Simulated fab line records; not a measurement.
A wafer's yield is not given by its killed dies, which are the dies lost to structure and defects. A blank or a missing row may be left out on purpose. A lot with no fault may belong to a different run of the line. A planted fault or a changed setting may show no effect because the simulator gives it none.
Which of the tools did it? | flow nand_harc | Sampling: 13 lots, 39 wafers, 5 of 1302 route steps

WHAT THE GAUGES READ, wafer by wafer
NHARC_A_M1_OVL_MEAS_10: pitch 240 nm. Usual: overlay_x_nm 0.0 nm, standard deviation 0.86; overlay_y_nm -0.2 nm, standard deviation 0.62.
lot  | measured     | on         | overlay_x_nm (nm) | overlay_y_nm (nm) | flag
L903 | day 23 10:47 | overlay-01 | -0.3 -0.6 -0.3    | -0.4 -0.5 -0.6    |
L902 | day 23 09:02 | overlay-01 | -0.7 -0.8 -1.3    | 0.0 0.9 0.5       |
L907 | day 24 13:23 | overlay-02 | 0.4 0.2 0.6       | 0.2 0.9 0.5       |
L908 | day 25 12:02 | overlay-01 | -0.4 -0.4 -0.2    | 0.8 0.4 1.0       |
L909 | day 25 19:02 | overlay-02 | -0.6 -0.2 -0.3    | 0.5 0.5 -0.1      |
L912 | day 26 15:38 | overlay-02 | -0.5 -0.5 0.2     | -0.9 -0.3 -0.6    |
L913 | day 27 13:32 | overlay-02 | 1.0 1.7 1.6       | 0.5 0.2 0.1       |
L920 | day 30 08:58 | overlay-02 | -0.4 -0.2 -0.4    | -0.3 -0.4 -0.5    |
L921 | day 30 11:07 | overlay-01 | 0.4 0.9 -0.2      | -0.5 0.0 0.3      |
L922 | day 30 17:20 | overlay-02 | 1.1 1.6 1.1       | -0.8 -0.6 -0.5    |
L924 | day 31 17:29 | overlay-02 | 0.2 0.8 1.2       | -0.7 -1.7 -1.5    |
L923 | day 31 19:03 | overlay-02 | 0.2 0.5 -0.2      | -0.1 0.1 -0.5     |
L925 | day 32 23:08 | overlay-02 | 0.4 1.0 0.9       | 0.6 0.6 0.0       |

NHARC_END_SORT_01. Usual: killed_at_array 56, standard deviation 19; killed_at_other 1.0, standard deviation 1.3; killed_at_periphery 3.8, standard deviation 2.2; killed_dies 61, standard deviation 19; killed_open 3.1, standard deviation 1.9; killed_short 2.3, standard deviation 1.5.
lot  | measured     | on        | killed_at_array | killed_at_other | killed_at_periphery | killed_dies | killed_open | killed_short | flag
L912 | day 28 01:10 | prober-01 | 118 138 119     | 2 2 2           | 5 5 2               | 125 145 123 | 3 3 0       | 2 1 2        | OFF
L913 | day 29 05:44 | prober-02 | 146 128 149     | 0 0 2           | 4 0 2               | 150 128 153 | 2 2 2       | 3 2 2        | OFF

EACH LOT AND THE TOOL THAT RAN IT (in order: tool; ch and the chambers of the sampled wafers; start)
lot  | NHARC_A_CHANNEL_FILL_D2_ALD_25   | NHARC_A_BONDPAD_DESCUM_11          | NHARC_THIN_TSV_STRIP_56
L903 | ald_hk-04 ch 0,2,3, day 15 04:47 | rie_diel-06 ch 1,2,3, day 23 15:37 | plasma_asher-01 ch 0,1, day 24 13:24
L902 | ald_hk-01 ch 1,3, day 15 05:24   | rie_diel-06 ch 1,3, day 23 14:35   | plasma_asher-02 ch 0, day 24 12:13
L907 | ald_hk-01 ch 2,3, day 16 13:05   | rie_diel-04 ch 0,3, day 24 18:21   | plasma_asher-02 ch 0,1, day 25 16:07
L908 | ald_hk-01 ch 0,3, day 17 12:03   | rie_diel-04 ch 1,2,3, day 25 17:04 | plasma_asher-01 ch 0,1, day 26 14:58
L909 | ald_hk-01 ch 2,3, day 18 00:06   | rie_diel-08 ch 1,2, day 25 23:55   | plasma_asher-01 ch 0,1, day 27 00:24
L912 | ald_hk-01 ch 0,2, day 19 03:32   | rie_diel-06 ch 0,2,3, day 26 20:29 | plasma_asher-01 ch 0,1, day 27 17:53
L913 | ald_hk-01 ch 0,1, day 19 23:31   | rie_diel-06 ch 0,1,2, day 27 18:26 | plasma_asher-01 ch 0,1, day 28 18:58
L920 | ald_hk-03 ch 0,2, day 22 05:37   | rie_diel-06 ch 0,1, day 30 13:47   | plasma_asher-02 ch 0,1, day 31 11:50
L921 | ald_hk-03 ch 1,2,3, day 22 12:56 | rie_diel-08 ch 0,2,3, day 30 15:56 | plasma_asher-02 ch 0,1, day 31 13:13
L922 | ald_hk-03 ch 2,3, day 23 09:03   | rie_diel-06 ch 0,1,2, day 30 22:05 | plasma_asher-01 ch 0,1, day 31 19:43
L924 | ald_hk-01 ch 1,2,3, day 24 02:07 | rie_diel-06 ch 0,1, day 31 22:13   | plasma_asher-01 ch 0,1, day 32 19:39
L923 | ald_hk-04 ch 1,2,3, day 24 02:36 | rie_diel-06 ch 0,3, day 31 23:53   | plasma_asher-02 ch 0,1, day 32 21:09
L925 | ald_hk-01 ch 0,3, day 25 01:24   | rie_diel-06 ch 0,1,2, day 33 04:32 | plasma_asher-01 ch 0,1, day 34 03:18
- NHARC_A_CHANNEL_FILL_D2_ALD_25: deposits SiOx, target thk 60 nm, pulse time 10 s, ald cycles 600.
- NHARC_A_BONDPAD_DESCUM_11: chemistry O2, time 3 s.
- NHARC_THIN_TSV_STRIP_56: strips in O2.

AS READ BY THE TOOLS THEMSELVES (means over the sampled wafers that have a number; for cases with no such wafer, the mark the record gives instead)
NHARC_A_CHANNEL_FILL_D2_ALD_25. Usual: heater_power_w 466 W, standard deviation 37; precursor_pulse_height_rel 1.000, standard deviation 0.022.
lot  | tool      | heater_power_w (W) | precursor_pulse_height_rel | flag
L903 | ald_hk-04 | 439                | 1.001                      |
L902 | ald_hk-01 | 473                | 0.982                      |
L907 | ald_hk-01 | 492                | 1.007                      |
L908 | ald_hk-01 | 463                | 1.018                      |
L909 | ald_hk-01 | 496                | 0.999                      |
L912 | ald_hk-01 | 481                | 1.006                      |
L913 | ald_hk-01 | 441                | 0.976                      |
L920 | ald_hk-03 | 520                | 0.991                      |
L921 | ald_hk-03 | 447                | 1.008                      |
L922 | ald_hk-03 | 466                | 0.987                      |
L924 | ald_hk-01 | 482                | 0.997                      |
L923 | ald_hk-04 | 451                | 1.011                      |
L925 | ald_hk-01 | 488                | 0.987                      |

NHARC_A_BONDPAD_DESCUM_11. Usual: drypump_motor_current_A 5.7 A, standard deviation 0.42; oes_product_au 0.993 a.u., standard deviation 0.011; rf_vpp_V 57.9 V, standard deviation 0.96; showerhead_plenum_p_Torr 1.96 Torr, standard deviation 0.087; throttle_valve_pct 11.311 %, standard deviation 0.0096.
lot  | tool        | drypump_motor_current_A (A) | oes_product_au (a.u.) | rf_vpp_V (V) | showerhead_plenum_p_Torr (Torr) | throttle_valve_pct (%) | flag
L903 | rie_diel-06 | 5.5                         | 0.987                 | 58.6         | 1.99                            | 11.305                 |
L902 | rie_diel-06 | 5.9                         | 1.003                 | 57.2         | 1.93                            | 11.315                 |
L907 | rie_diel-04 | 5.5                         | 1.010                 | 57.6         | 1.91                            | 11.316                 |
L908 | rie_diel-04 | 6.1                         | 0.992                 | 57.9         | 2.04                            | 11.307                 |
L909 | rie_diel-08 | 5.5                         | 0.992                 | 57.8         | 1.89                            | 11.313                 |
L912 | rie_diel-06 | 5.5                         | 0.995                 | 57.1         | 2.03                            | 11.312                 |
L913 | rie_diel-06 | 5.4                         | 0.989                 | 57.0         | 1.97                            | 11.305                 |
L920 | rie_diel-06 | 5.8                         | 1.004                 | 57.9         | 1.90                            | 11.310                 |
L921 | rie_diel-08 | 5.8                         | 0.999                 | 57.9         | 1.92                            | 11.307                 |
L922 | rie_diel-06 | 5.4                         | 0.999                 | 57.8         | 1.96                            | 11.311                 |
L924 | rie_diel-06 | 5.8                         | 0.992                 | 58.1         | 1.90                            | 11.306                 |
L923 | rie_diel-06 | 5.9                         | 0.985                 | 57.9         | 2.02                            | 11.306                 |
L925 | rie_diel-06 | 5.5                         | 1.000                 | 59.2         | 1.96                            | 11.322                 |

NHARC_THIN_TSV_STRIP_56. Usual: drypump_motor_current_A 5.8 A, standard deviation 0.42; heater_power_w 309 W, standard deviation 17.
lot  | tool            | drypump_motor_current_A (A) | heater_power_w (W) | flag
L903 | plasma_asher-01 | 5.4                         | 312                |
L902 | plasma_asher-02 | 6.0                         | 293                |
L907 | plasma_asher-02 | 6.2                         | 307                |
L908 | plasma_asher-01 | 5.4                         | 317                |
L909 | plasma_asher-01 | 5.4                         | 317                |
L912 | plasma_asher-01 | 5.5                         | 305                |
L913 | plasma_asher-01 | 5.5                         | 306                |
L920 | plasma_asher-02 | 6.2                         | 301                |
L921 | plasma_asher-02 | 6.2                         | 298                |
L922 | plasma_asher-01 | 5.5                         | 309                |
L924 | plasma_asher-01 | 5.5                         | 311                |
L923 | plasma_asher-02 | 6.2                         | 304                |
L925 | plasma_asher-01 | 5.4                         | 311                |

THE ANSWER, worked out from the rows above alone
Rule: a lot counts as off when the mean over its wafers that have a number is more than 3 standard deviations away from the usual mean. Also off: a lot with no number at a reading for which 4 or more lots have one. The other lots that the step has rows for count as sound. The gauges are gone through in route order, then the tools' own readings, and for those a lot's mean is taken as printed above. At the first step where some lot is off, the reading lying furthest off is the one used; lots without a number count as furthest.
Off: L912, L913, at NHARC_END_SORT_01 (killed_at_array). Neither off nor sound, because the step has no rows for them: L903, L902, L907, L908, L909, L920, L921, L922, L924, L923, L925.
A tool fits if, at a process step before that reading, it ran every lot that is off, and no sound lot after the first of them. The gauges at NHARC_END_SORT_01 are tried like those tools. Can't be told from this: 3 tools fit, ald_hk-01 at NHARC_A_CHANNEL_FILL_D2_ALD_25, rie_diel-06 at NHARC_A_BONDPAD_DESCUM_11, plasma_asher-01 at NHARC_THIN_TSV_STRIP_56.

WHAT THE SIMULATOR PUT IN
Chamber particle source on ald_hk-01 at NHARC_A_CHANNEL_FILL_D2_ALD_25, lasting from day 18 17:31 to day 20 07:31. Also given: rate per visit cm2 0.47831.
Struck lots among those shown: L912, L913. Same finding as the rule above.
